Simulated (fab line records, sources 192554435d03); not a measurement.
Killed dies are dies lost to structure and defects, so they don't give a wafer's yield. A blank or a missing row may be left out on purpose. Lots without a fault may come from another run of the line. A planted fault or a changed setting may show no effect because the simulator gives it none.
fab line records | flow n5_finfet | part 1 of 2: steps 1 to 4 of 6
record lots=23 wafers=69 last_day=18
route steps=1938 shown BEOL_M0_CUTY@713 BEOL_M0@718 BEOL_M1@751
lots that met no fault: from a run of the same line without faults
start_h: hours from the record's first day to the start of the lot's first wafer shown | wait_h: hours since the lot's step before | " the same as in the row above | L1.1+2: a row that stands for several wafers | - no value, or no start given | * or withheld: withheld | < > ~ a bound
route shown NAME@n: a module of which the file shows steps, and the number in the route of the first | usual: mean/standard deviation of fault-free wafers | same: alike in all rows | chamber/n: place in a boat | sites: the reading at each site | _std_site: their standard deviation | _edge_site: outer sites' mean less inner sites' | radius_mm: how far each site lies from the wafer's centre | mask NAME#n: copy n | behind: the tool/chamber that last shaped the wafer | hold: why the lot was held/for how many hours/how that ended | device: the transistor (n, p or np) that didn't switch | end of line: the same wafers' tests at the end of the route | a step without rows: its recipe alone | killed: dies lost to structure and defects at the first sort, not the wafer's yield | map: a wafer's dies, x killed, . not, _ none there
set.NAME: the setting as run; set.NAME@STEP: as run at that earlier step | model.NAME: the simulator's own value behind a step, which no gauge read
steps of the route over a sample of lots; a table a step, a row a wafer
services: from which hour (start_h, from the record's first day; less than 0 if before it) a tool's chamber was out of use, for how many hours, and why
## steps
# step N5_BEOL_M0_CUTY_ETCH_63
# recipe chemistry=N2/H2 target=SOC target_depth_a=827 overetch_a=165 mask_material=SiARC temp_c=40 ion_energy_ev=200 time_s=124 pressure_mtorr=30 source_w=840 bias_w=150 n2_flow_sccm=200 h2_flow_sccm=200
# usual drypump_motor_current_A=5.8/0.49 n2_flow_sccm=200.0/0.59 oes_product_au=0.65/0.073 rf_vpp_V=524.9/2.8 showerhead_plenum_p_Torr=2.58/0.096 throttle_valve_pct=17.85/0.29
# same time_s=124
# columns lot.wafer tool chamber start_h wait_h drypump_motor_current_A n2_flow_sccm oes_product_au rf_hours_counter_h rf_vpp_V showerhead_plenum_p_Torr throttle_valve_pct
L074.3 rie_diel-06 1 116.13 0.0 5.9 199.9 0.56 229 519.2 2.41 18.51
L074.4 " 3 " " 5.7 199.4 0.76 12 528.7 2.71 17.64
L074.5 " 1 " " 5.9 199.8 0.57 - 521.7 2.41 18.48
L075.1 rie_diel-02 1 121.71 0.0 6.6 199.4 0.68 67 527.7 2.69 17.54
L075.3 " 0 " " 6.4 199.7 0.63 152 524.4 2.54 17.55
L075.6 " 1 " " 6.6 200.3 0.68 - 527.6 2.69 17.55
L076.1 rie_diel-05 3 130.62 0.0 4.9 200.3 0.60 177 526.2 2.65 17.89
L076.3 " 1 " " 5.2 199.1 0.70 58 523.9 2.59 18.06
L076.4 " 1 " " 5.2 199.8 0.69 - 522.9 2.59 18.07
L077.1 rie_diel-06 2 134.69 0.0 5.1 199.5 0.60 172 520.1 2.43 18.15
L077.3 " 1 " " 5.9 200.3 0.56 235 520.9 2.41 18.50
L077.6 " 1 " " 5.9 200.9 0.56 - 519.5 2.41 18.50
L079.1 rie_diel-05 1 147.30 0.0 5.2 200.1 0.69 65 525.2 2.59 18.08
L079.4 " 0 " " 5.9 200.2 0.77 12 522.6 2.49 17.42
L079.6 " 2 " " 5.6 199.2 0.77 - 528.5 2.72 17.56
L078.1 rie_diel-06 0 147.99 0.0 5.8 199.9 0.57 220 524.3 2.52 18.26
L078.4 " 1 " " 5.9 200.1 0.56 - 519.1 2.41 18.52
L078.5 " 3 " " 5.7 199.2 0.73 - 527.6 2.71 17.66
L080.1 rie_diel-02 3 151.92 0.0 5.8 198.5 0.57 223 523.8 2.51 17.88
L080.3 " 1 " " 6.6 199.0 0.67 76 529.3 2.69 17.55
L080.5 " 0 " " 6.3 200.3 0.61 - 524.5 2.54 17.57
L081.1 rie_diel-05 1 154.51 0.0 5.2 201.2 0.68 68 525.9 2.59 18.10
L081.2 " 3 " " 4.9 200.2 0.59 187 525.3 2.64 17.90
L081.5 " 1 " " 5.2 200.7 0.69 - 524.3 2.59 18.08
L082.1 rie_diel-02 3 171.26 0.0 5.8 199.4 0.56 231 523.2 2.51 17.90
L082.5 " 1 " " 6.6 199.2 0.67 - 528.4 2.69 17.56
L082.6 " 0 " " 6.4 200.9 0.62 - 523.8 2.53 17.58
L083.4 rie_diel-02 3 176.43 0.0 5.8 199.4 0.57 233 523.6 2.51 17.92
L083.5 " 0 " " 6.3 199.8 0.61 - 523.8 2.53 17.59
L083.6 " 1 " " 6.6 200.2 0.67 - 526.5 2.68 17.57
L085.2 rie_diel-05 3 191.90 0.0 4.9 198.9 0.57 201 527.2 2.64 17.95
L085.4 " 2 " " 5.5 199.6 0.73 16 528.3 2.71 17.59
L085.6 " 0 " " 5.9 201.5 0.74 - 522.5 2.48 17.47
L086.1 rie_diel-06 3 194.95 0.0 5.8 199.1 0.70 42 527.9 2.70 17.70
L086.2 " 0 " " 5.9 200.0 0.56 239 524.1 2.51 18.29
L086.3 " 1 " " 5.9 200.7 0.80 5 528.9 2.72 18.10
L087.1 rie_diel-05 1 197.63 0.0 5.2 199.1 0.67 84 525.0 2.58 18.13
L087.2 " 2 " " 5.5 200.7 0.73 18 527.9 2.71 17.58
L087.6 " 3 " " 4.8 199.8 0.58 - 525.1 2.64 17.94
L088.1 rie_diel-05 2 201.81 0.0 5.5 199.6 0.74 18 529.2 2.71 17.58
L088.4 " 1 " " 5.2 200.5 0.67 85 524.1 2.58 18.11
L088.6 " 2 " " 5.5 199.9 0.73 - 528.3 2.71 17.60
L089.2 rie_diel-02 2 206.58 0.0 5.9 200.5 0.60 202 526.1 2.63 17.83
L089.3 " 0 " " 6.4 199.9 0.61 184 524.1 2.53 17.62
L089.5 " 2 " " 5.9 200.3 0.59 - 528.4 2.63 17.82
L090.3 rie_diel-02 1 208.60 0.0 6.6 199.7 0.66 90 527.6 2.68 17.58
L090.4 " 0 " " 6.4 199.8 0.61 185 522.8 2.53 17.60
L090.5 " 3 " " 5.8 199.4 0.55 - 522.1 2.50 17.94
L091.2 rie_diel-06 3 217.09 0.0 5.8 200.1 0.69 51 529.2 2.69 17.68
L091.4 " 2 " " 5.1 200.5 0.59 200 520.7 2.42 18.21
L091.6 " 1 " " 5.9 199.3 0.77 - 527.5 2.72 18.14
L092.2 rie_diel-02 2 221.88 0.0 6.0 199.8 0.60 207 524.8 2.63 17.85
L092.3 " 1 " " 6.6 201.0 0.66 94 527.5 2.68 17.60
L092.5 " 1 " " 6.6 200.3 0.65 - 529.0 2.68 17.58
L093.1 rie_diel-06 1 233.85 0.0 5.9 199.8 0.75 20 528.5 2.71 18.13
L093.4 " 2 " " 5.1 200.5 0.58 205 519.9 2.42 18.21
L093.6 " 0 " " 5.8 199.3 0.56 - 523.4 2.51 18.31
L094.1 rie_diel-02 0 235.16 0.0 6.4 199.7 0.60 195 523.0 2.52 17.63
L094.3 " 2 " " 5.9 200.9 0.59 214 525.1 2.62 17.84
L094.4 " 0 " " 6.3 199.7 0.60 - 523.0 2.52 17.61
L095.2 rie_diel-02 1 247.48 0.0 6.6 200.4 0.65 105 527.6 2.67 17.62
L095.3 " 0 " " 6.3 199.2 0.59 200 523.2 2.52 17.62
L095.4 " 3 " " 5.8 200.5 0.80 4 522.7 2.50 17.51
L096.3 rie_diel-06 3 248.40 0.0 5.7 200.5 0.68 62 528.4 2.69 17.74
L096.4 " 3 " " 5.7 200.6 0.69 - 527.6 2.69 17.70
L096.5 " 2 " " 5.1 199.9 0.59 - 520.3 2.41 18.22
L097.2 rie_diel-05 0 257.65 0.0 5.9 199.7 0.70 54 522.2 2.47 17.51
L097.3 " 2 " " 5.5 200.8 0.70 39 527.7 2.70 17.63
L097.4 " 3 " " 4.9 200.1 0.56 224 526.9 2.63 17.98
# step N5_BEOL_M0_STRIP_104
# recipe chemistry=N2/H2 power_w=450 temp_c=40 pressure_mtorr=20 rf_frequency_hz=6e+07 overash_fraction=0.3 bias_power_w=7 h2_frac=0.5 n2_flow_sccm=200 h2_flow_sccm=200
# usual drypump_motor_current_A=5.7/0.48 n2_flow_sccm=200.0/0.59 oes_product_au=0.80/0.098 power_w=449.8/1.2 rf_vpp_V=59.3/1.5 showerhead_plenum_p_Torr=2.58/0.1 throttle_valve_pct=23.7/0.33
# columns lot.wafer tool chamber start_h wait_h drypump_motor_current_A n2_flow_sccm oes_product_au power_w rf_hours_counter_h rf_vpp_V showerhead_plenum_p_Torr throttle_valve_pct
L074.3 rie_diel-06 0 118.32 0.0 5.8 199.7 0.70 448.2 209 57.7 2.52 24.1
L074.4 " 2 " " 5.1 199.7 0.72 450.6 168 58.3 2.43 24.0
L074.5 " 2 " " 5.1 200.0 0.73 450.9 - 57.4 2.43 24.0
L075.1 rie_diel-02 2 122.44 0.0 6.0 200.1 0.74 449.9 172 60.0 2.64 23.6
L075.3 " 3 " " 5.8 200.9 0.68 450.1 212 58.5 2.51 23.6
L075.6 " 2 " " 5.9 199.8 0.74 448.9 - 59.7 2.64 23.6
L076.1 rie_diel-06 2 131.36 0.0 5.1 199.1 0.72 451.5 171 60.5 2.43 24.0
L076.3 " 0 " " 5.8 200.5 0.71 449.4 214 60.6 2.52 24.1
L076.4 " 3 " " 5.8 198.8 0.91 447.7 16 61.8 2.70 23.5
L077.1 rie_diel-05 0 135.70 0.0 5.9 200.8 0.95 450.1 8 59.9 2.48 23.4
L077.3 " 1 " " 5.2 199.9 0.85 449.8 61 57.2 2.59 24.0
L077.6 " 1 " " 5.2 199.7 0.84 449.0 - 60.3 2.59 24.0
L079.1 rie_diel-05 3 147.73 0.0 4.8 199.4 0.70 449.3 184 58.4 2.64 23.7
L079.4 " 2 " " 5.5 199.4 0.95 448.5 4 58.8 2.72 23.3
L079.6 " 1 " " 5.2 199.3 0.85 450.4 - 58.6 2.58 24.0
L078.1 rie_diel-02 1 150.69 0.0 6.6 200.2 0.82 448.7 75 58.5 2.68 23.4
L078.4 " 0 " " 6.4 200.3 0.74 448.4 162 58.3 2.53 23.3
L078.5 " 2 " " 5.9 200.8 0.73 450.5 - 58.6 2.63 23.7
L080.1 rie_diel-02 2 154.35 0.0 5.9 200.1 0.74 450.6 182 59.4 2.63 23.6
L080.3 " 0 " " 6.4 200.6 0.76 450.8 164 58.8 2.53 23.3
L080.5 " 2 " " 6.0 200.3 0.73 450.2 - 59.4 2.63 23.7
L081.1 rie_diel-06 0 157.43 0.0 5.8 200.7 0.68 449.6 225 59.4 2.51 24.1
L081.2 " 1 " " 5.9 201.2 0.67 447.0 245 57.5 2.40 24.5
L081.5 " 2 " " 5.1 200.5 0.72 451.1 - 58.7 2.42 24.0
L082.1 rie_diel-05 2 172.20 0.0 5.6 199.9 0.93 450.4 9 57.7 2.71 23.3
L082.5 " 2 " " 5.5 199.2 0.93 451.3 - 59.9 2.71 23.3
L082.6 " 3 " " 4.9 200.0 0.70 449.0 - 60.7 2.64 23.7
L083.4 rie_diel-02 3 177.04 0.0 5.8 200.6 0.68 449.6 233 59.8 2.51 23.7
L083.5 " 2 " " 5.9 199.5 0.73 450.7 - 60.0 2.63 23.6
L083.6 " 3 " " 5.8 200.9 0.67 449.5 - 61.0 2.51 23.7
L085.2 rie_diel-06 0 193.52 0.0 5.9 198.8 0.68 451.4 239 59.1 2.50 24.2
L085.4 " 3 " " 5.8 199.8 0.89 448.9 41 59.6 2.69 23.6
L085.6 " 2 " " 5.1 199.8 0.73 451.7 - 62.9 2.42 24.0
L086.1 rie_diel-05 3 197.46 0.0 4.8 200.8 0.69 449.5 204 58.0 2.63 23.7
L086.2 " 1 " " 5.2 200.4 0.80 448.9 84 59.3 2.57 24.0
L086.3 " 0 " " 5.9 199.7 0.90 451.2 32 56.9 2.47 23.4
L087.1 rie_diel-06 3 202.77 0.0 5.7 200.5 0.87 449.6 44 57.3 2.69 23.6
L087.2 " 1 " " 5.9 201.0 0.98 452.4 7 57.3 2.71 24.2
L087.6 " 1 " " 5.9 200.6 0.97 453.1 - 59.5 2.72 24.2
L088.1 rie_diel-05 3 202.77 0.0 4.8 199.8 0.69 450.7 205 61.2 2.63 23.7
L088.4 " 1 " " 5.2 198.9 0.81 450.3 85 57.8 2.57 24.0
L088.6 " 0 " " 5.9 201.1 0.91 449.5 - 61.6 2.47 23.4
L090.3 rie_diel-02 0 209.70 0.0 6.4 200.5 0.73 451.1 185 57.2 2.52 23.3
L090.4 " 1 " " 6.6 199.8 0.80 450.4 90 62.0 2.68 23.4
L090.5 " 0 " " 6.4 200.3 0.73 448.8 - 62.2 2.52 23.3
L089.2 rie_diel-02 3 209.76 0.0 5.7 199.3 0.67 449.3 246 57.6 2.50 23.7
L089.3 " 0 " " 6.4 200.3 0.74 448.5 185 61.7 2.52 23.3
L089.5 " 0 " " 6.4 200.2 0.73 450.1 - 58.4 2.52 23.3
L091.2 rie_diel-05 0 219.86 0.0 5.9 199.6 0.89 452.8 40 62.2 2.47 23.4
L091.4 " 3 " " 4.8 199.9 0.68 449.5 212 58.9 2.63 23.7
L091.6 " 0 " " 5.9 199.7 0.88 449.3 - 59.6 2.47 23.4
L092.2 rie_diel-05 2 222.77 0.0 5.6 200.4 0.89 450.6 26 58.0 2.71 23.4
L092.3 " 0 " " 5.9 198.7 0.89 449.2 41 57.7 2.47 23.4
L092.5 " 0 " " 5.9 199.3 0.89 448.8 - 59.8 2.47 23.4
L093.1 rie_diel-05 2 237.23 0.0 5.5 199.9 0.87 449.8 31 62.6 2.70 23.4
L093.4 " 0 " " 5.9 198.2 0.88 450.5 46 61.7 2.47 23.4
L093.6 " 1 " " 5.2 199.7 0.80 448.6 - 60.1 2.57 24.1
L094.1 rie_diel-05 3 237.76 0.0 4.9 200.2 0.68 449.2 218 60.2 2.63 23.7
L094.3 " 0 " " 5.9 199.9 0.87 447.4 46 60.6 2.47 23.4
L094.4 " 1 " " 5.2 200.1 0.80 448.8 98 60.5 2.57 24.1
L095.2 rie_diel-02 1 251.89 0.0 6.6 200.9 0.80 448.9 106 60.2 2.67 23.4
L095.3 " 3 " " 5.7 200.5 0.96 451.3 5 60.6 2.50 23.3
L095.4 " 0 " " 6.4 199.7 0.71 448.9 201 55.6 2.52 23.3
L096.3 rie_diel-05 0 257.37 0.0 5.9 199.6 0.86 450.9 53 56.8 2.46 23.4
L096.4 " 3 " " 4.8 200.0 0.68 452.8 224 59.7 2.62 23.7
L096.5 " 3 " " 4.9 199.4 0.66 449.8 - 61.2 2.62 23.7
L097.2 rie_diel-06 2 260.65 0.0 5.1 199.4 0.69 448.1 219 57.6 2.41 24.1
L097.3 " 1 " " 5.9 200.9 0.91 448.4 32 58.6 2.70 24.2
L097.4 " 1 " " 5.9 199.7 0.90 448.9 - 62.2 2.70 24.2
# step N5_BEOL_M0_SPUTTER_116
# recipe material=Cu target_thk_a=40 temp_c=-20 chamber_pressure_pa=0.07 power_w=withheld time_s=7.37
# usual throttle_valve_pct=29.9/0.82
# same time_s=7.37
# columns lot.wafer tool chamber start_h wait_h throttle_valve_pct
L074.3 pvd_sputter-02 - 120.27 0.1 28.7
L074.4 " - " " 28.8
L074.5 " - " " 29.0
L075.1 pvd_sputter-03 - 124.63 0.1 30.4
L075.3 " - " " 30.0
L075.6 " - " " 30.5
L076.1 pvd_sputter-03 - 134.30 1.5 30.4
L076.3 " - " " 30.7
L076.4 " - " " 30.0
L077.1 pvd_sputter-01 - 137.54 0.1 31.6
L077.3 " - " " 30.3
L077.6 " - " " 31.5
L079.1 pvd_sputter-03 - 150.32 0.1 30.6
L079.4 " - " " 30.6
L079.6 " - " " 30.5
L078.1 pvd_sputter-01 - 153.14 0.1 29.0
L078.4 " - " " 30.6
L078.5 " - " " 29.2
L080.1 pvd_sputter-02 - 157.40 1.5 28.8
L080.3 " - " " 28.9
L080.5 " - " " 28.9
L081.1 pvd_sputter-02 - 158.98 0.1 29.8
L081.2 " - " " 28.6
L081.5 " - " " 29.5
L082.1 pvd_sputter-02 - 175.09 0.2 28.8
L082.5 " - " " 29.1
L082.6 " - " " 28.8
L083.4 pvd_sputter-02 - 182.66 0.1 29.7
L083.5 " - " " 29.0
L083.6 " - " " 28.9
L085.2 pvd_sputter-03 - 195.60 0.1 29.8
L085.4 " - " " 30.1
L085.6 " - " " 30.0
L086.1 pvd_sputter-03 - 200.22 0.1 30.6
L086.2 " - " " 30.3
L086.3 " - " " 30.3
L088.1 pvd_sputter-01 - 204.28 0.2 29.1
L088.4 " - " " 30.5
L088.6 " - " " 31.2
L087.1 pvd_sputter-03 - 204.94 0.1 30.6
L087.2 " - " " 29.9
L087.6 " - " " 30.5
L090.3 pvd_sputter-03 - 211.94 0.1 30.6
L090.4 " - " " 30.4
L090.5 " - " " 30.4
L089.2 pvd_sputter-03 - 212.58 0.1 29.7
L089.3 " - " " 29.9
L089.5 " - " " 31.0
L091.2 pvd_sputter-01 - 221.44 0.1 30.0
L091.4 " - " " 30.7
L091.6 " - " " 29.1
L092.2 pvd_sputter-03 - 224.54 0.1 31.0
L092.3 " - " " 30.5
L092.5 " - " " 29.7
L093.1 pvd_sputter-01 - 239.31 0.1 29.2
L093.4 " - " " 29.9
L093.6 " - " " 28.9
L094.1 pvd_sputter-01 - 239.93 0.1 30.7
L094.3 " - " " 31.5
L094.4 " - " " 29.9
L095.2 pvd_sputter-01 - 253.65 0.2 30.5
L095.3 " - " " 31.5
L095.4 " - " " 30.0
L096.3 pvd_sputter-02 - 259.36 0.1 28.7
L096.4 " - " " 29.9
L096.5 " - " " 29.0
L097.2 pvd_sputter-01 - 262.38 0.3 29.2
L097.3 " - " " 31.5
L097.4 " - " " 30.1
# step N5_BEOL_M0_ANNEAL_135
# recipe temp_c=400 time_s=60 ambient=vacuum
# usual heater_power_w=787/69
# same time_s=60
# columns lot.wafer tool chamber start_h wait_h heater_power_w
L074.3 pvd_sputter-02 - 120.59 0.0 952
L074.4 " - " " 716
L074.5 " - " " 925
L075.1 pvd_sputter-03 - 124.95 0.0 789
L075.3 " - " " 713
L075.6 " - " " 779
L076.1 pvd_sputter-03 - 134.62 0.0 777
L076.3 " - " " 835
L076.4 " - " " 708
L077.1 pvd_sputter-01 - 137.86 0.0 791
L077.3 " - " " 809
L077.6 " - " " 797
L079.1 pvd_sputter-03 - 150.64 0.0 802
L079.4 " - " " 828
L079.6 " - " " 822
L078.1 pvd_sputter-01 - 153.46 0.0 691
L078.4 " - " " 807
L078.5 " - " " 690
L080.1 pvd_sputter-02 - 157.72 0.0 939
L080.3 " - " " 712
L080.5 " - " " 921
L081.1 pvd_sputter-02 - 159.30 0.0 785
L081.2 " - " " 704
L081.5 " - " " 788
L082.1 pvd_sputter-02 - 175.41 0.0 937
L082.5 " - " " 921
L082.6 " - " " 835
L083.4 pvd_sputter-02 - 182.98 0.0 789
L083.5 " - " " 827
L083.6 " - " " 941
L085.2 pvd_sputter-03 - 195.92 0.0 726
L085.4 " - " " 730
L085.6 " - " " 727
L086.1 pvd_sputter-03 - 200.54 0.0 850
L086.2 " - " " 722
L086.3 " - " " 766
L088.1 pvd_sputter-01 - 204.60 0.0 678
L088.4 " - " " 819
L088.6 " - " " 763
L087.1 pvd_sputter-03 - 205.26 0.0 824
L087.2 " - " " 714
L087.6 " - " " 773
L090.3 pvd_sputter-03 - 212.26 0.0 816
L090.4 " - " " 785
L090.5 " - " " 795
L089.2 pvd_sputter-03 - 212.90 0.0 705
L089.3 " - " " 721
L089.5 " - " " 813
L091.2 pvd_sputter-01 - 221.76 0.0 853
L091.4 " - " " 822
L091.6 " - " " 691
L092.2 pvd_sputter-03 - 224.86 0.0 843
L092.3 " - " " 794
L092.5 " - " " 728
L093.1 pvd_sputter-01 - 239.63 0.0 688
L093.4 " - " " 885
L093.6 " - " " 696
L094.1 pvd_sputter-01 - 240.25 0.0 806
L094.3 " - " " 798
L094.4 " - " " 851
L095.2 pvd_sputter-01 - 253.97 0.0 820
L095.3 " - " " 797
L095.4 " - " " 854
L096.3 pvd_sputter-02 - 259.68 0.0 704
L096.4 " - " " 814
L096.5 " - " " 856
L097.2 pvd_sputter-01 - 262.70 0.0 687
L097.3 " - " " 781
L097.4 " - " " 883
